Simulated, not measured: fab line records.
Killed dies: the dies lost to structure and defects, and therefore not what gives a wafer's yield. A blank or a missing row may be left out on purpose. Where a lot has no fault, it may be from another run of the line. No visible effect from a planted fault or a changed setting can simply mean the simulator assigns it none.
Which tool was responsible? ; flow n5Finfet ; 12 lots with 36 wafers sampled at 4 steps, on a route of 1938 steps

== WHAT THE GAUGES SHOWED, per wafer ==
N5_BEOL_M0_SAQP_OVL_MEAS_41.
lot;measured;on;M0_CUT1_OVL (nm)
L075;day 5 22:43;overlay-02;0.3 -0.8 -0.6
L077;day 6 11:40;overlay-02;1.3 0.2 1.0
L079;day 6 22:29;overlay-02;-0.4 -1.4 -1.0
L081;day 7 10:36;overlay-01;0.1 0.0 -0.7
L083;day 7 19:33;overlay-02;1.2 0.5 0.5
L085;day 8 15:50;overlay-02;-0.9 -0.1 -0.2
L087;day 9 00:07;overlay-02;-0.3 0.8 0.1
L089;day 9 10:42;overlay-02;0.2 0.9 0.7
L091;day 10 01:27;overlay-02;-0.7 -0.3 0.0
L093;day 10 10:00;overlay-01;0.4 0.5 0.5
L095;day 10 22:35;overlay-02;0.3 0.0 0.5
L097;day 11 12:18;overlay-01;0.9 -0.7 -0.5

== EACH LOT AND THE TOOL THAT RAN IT (in order: tool; ch and the chambers of the sampled wafers; start) ==
lot;N5_MOL_CONTACT_COAG_VIA_ETCH_117;N5_BEOL_M0_SAQP_PECVD_96;N5_BEOL_M0_SAQP_SPACER1_ALD_98
L075;rieDiel-03 ch 0,1,3, day 5 09:52;pecvd-03 ch 0,2, day 5 16:17;aldSin-02 ch 2,3, day 5 17:52
L077;rieDiel-03 ch 0,3, day 5 23:38;pecvd-04 ch 1,2, day 6 05:43;aldSin-03 ch 0,2,3, day 6 07:42
L079;rieDiel-03 ch 0,1,2, day 6 09:01;pecvd-02 ch 1,2, day 6 16:37;aldSin-03 ch 0,2,3, day 6 19:35
L081;rieDiel-05 ch 0,1,3, day 7 00:47;pecvd-03 ch 0,1, day 7 05:35;aldSin-01 ch 0,2, day 7 07:14
L083;rieDiel-02 ch 0,1,2, day 7 07:34;pecvd-02 ch 0,1,2, day 7 14:44;aldSin-03 ch 0,3, day 7 16:33
L085;rieDiel-03 ch 1,3, day 8 03:32;pecvd-04 ch 1, day 8 10:22;aldSin-03 ch 0,3, day 8 12:20
L087;rieDiel-05 ch 0,1, day 8 11:39;pecvd-04 ch 1,2, day 8 17:17;aldSin-02 ch 0,2,3, day 8 19:14
L089;rieDiel-03 ch 0,1,3, day 9 01:03;pecvd-03 ch 0,2, day 9 06:08;aldSin-02 ch 0,1,3, day 9 07:55
L091;rieDiel-03 ch 0,1, day 9 13:53;pecvd-02 ch 0,1, day 9 20:38;aldSin-02 ch 1,2, day 9 22:32
L093;rieDiel-02 ch 0,2, day 9 23:44;pecvd-04 ch 1,2, day 10 05:37;aldSin-03 ch 0,1,3, day 10 07:10
L095;rieDiel-03 ch 0,1,2, day 10 11:26;pecvd-02 ch 0,1, day 10 17:32;aldSin-03 ch 0,1,3, day 10 19:08
L097;rieDiel-05 ch 0,1,3, day 10 22:07;pecvd-02 ch 1,2, day 11 05:26;aldSin-03 ch 0,1,2, day 11 07:59
- N5_MOL_CONTACT_COAG_VIA_ETCH_117: etches SiO2 in C4F6/O2, target depth 40 nm, overetch 8 nm, time 26 s.
- N5_BEOL_M0_SAQP_PECVD_96: deposits a-Si from SiH4/He, target thk 45 nm, time 45.2 s.
- N5_BEOL_M0_SAQP_SPACER1_ALD_98: deposits SiO2, target thk 12.8 nm, pulse time 1 s, purge time 2 s.

== THE ANSWER, worked out from the rows above alone ==
Rule: what is usual is taken from the lots themselves. The widest of any qualifying gaps counts: lots, ordered by their means at a reading, are off when they make up no more than a third of the lots, leave a main group of 4 or more, and stand apart from it by 3 or more times the standard deviation of that group's means. A main group whose means are all the same, to the digits that the tables above print for the reading, isn't used. A lot without any number at a reading at which 4 lots or more have one is off too. All remaining lots with rows at the step are treated as sound.
No lot is off on any of the readings shown, so nothing can be concluded from this.

== WHAT THE SIMULATOR HAD PUT IN ==
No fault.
